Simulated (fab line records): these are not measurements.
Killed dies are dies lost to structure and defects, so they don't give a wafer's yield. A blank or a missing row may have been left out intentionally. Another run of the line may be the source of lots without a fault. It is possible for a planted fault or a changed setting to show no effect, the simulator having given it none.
Matching of chambers | flow n5_finfet | ald_sin-03 running N5_BEOL_M0_SAQP_SPACER2_ALD_26: 4 sister chambers
The step deposits SiO2, target thk 15 nm, pulse time 1 s, purge time 2 s. 8 wafers are shown with their chamber, then 9 later ones without.

== WAFERS, EACH WITH ITS CHAMBER ==
wafer  | chamber | heater_power_w (W) | precursor_pulse_height_rel
L077.1 | 3       | 428                | 1.003
L077.3 | 2       | 467                | 0.983
L083.3 | 0       | 494                | 0.994
L083.5 | 1       | 448                | 1.014
L083.6 | 3       | 423                | 0.994
L085.2 | 2       | 473                | 1.003
L085.4 | 1       | 453                | 1.004
L085.6 | 0       | 510                | 1.002

== WAFERS WITHOUT THEIR CHAMBER ==
wafer  | heater_power_w (W) | precursor_pulse_height_rel
L086.3 | 503                | 0.993
L086.4 | 466                | 0.984
L086.6 | 462                | 0.968
L089.1 | 459                | 0.994
L089.3 | 502                | 1.009
L089.6 | 428                | 1.003
L095.1 | 457                | 0.986
L095.2 | 419                | 1.014
L095.3 | 450                | 0.987

== WHICH CHAMBER EACH ONE RAN IN ==
wafer  | from the rows above          | in truth
L086.3 | 0                            | 0
L086.4 | 2                            | 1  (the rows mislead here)
L086.6 | can't be placed: 2 or 1      | 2
L089.1 | can't be placed: 2 or 1      | 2
L089.3 | 0                            | 0
L089.6 | 3                            | 3
L095.1 | can't be placed: 2 or 1      | 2
L095.2 | 3                            | 3
L095.3 | can't be placed: 1 or 2 or 3 | 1
Correctly placed: 4 of 9. These rows do not allow placing 4 (true chamber among the candidates in 4). Wrongly placed: 1.
How it was worked out, from the rows above alone: a wafer's distance from a chamber is the root of the sum, over the readings, of the square of ((its reading less the chamber's mean) divided by the reading's scatter). If the next closest chamber is less than 2 further off than the closest, the wafer can't be placed; otherwise it belongs to the closest. Each chamber's mean is taken over the wafers shown for it. How the scatter is found: for the shown wafers, subtract from each reading the mean of its chamber, square and add these, divide the total by (wafers less chambers), then take the root.
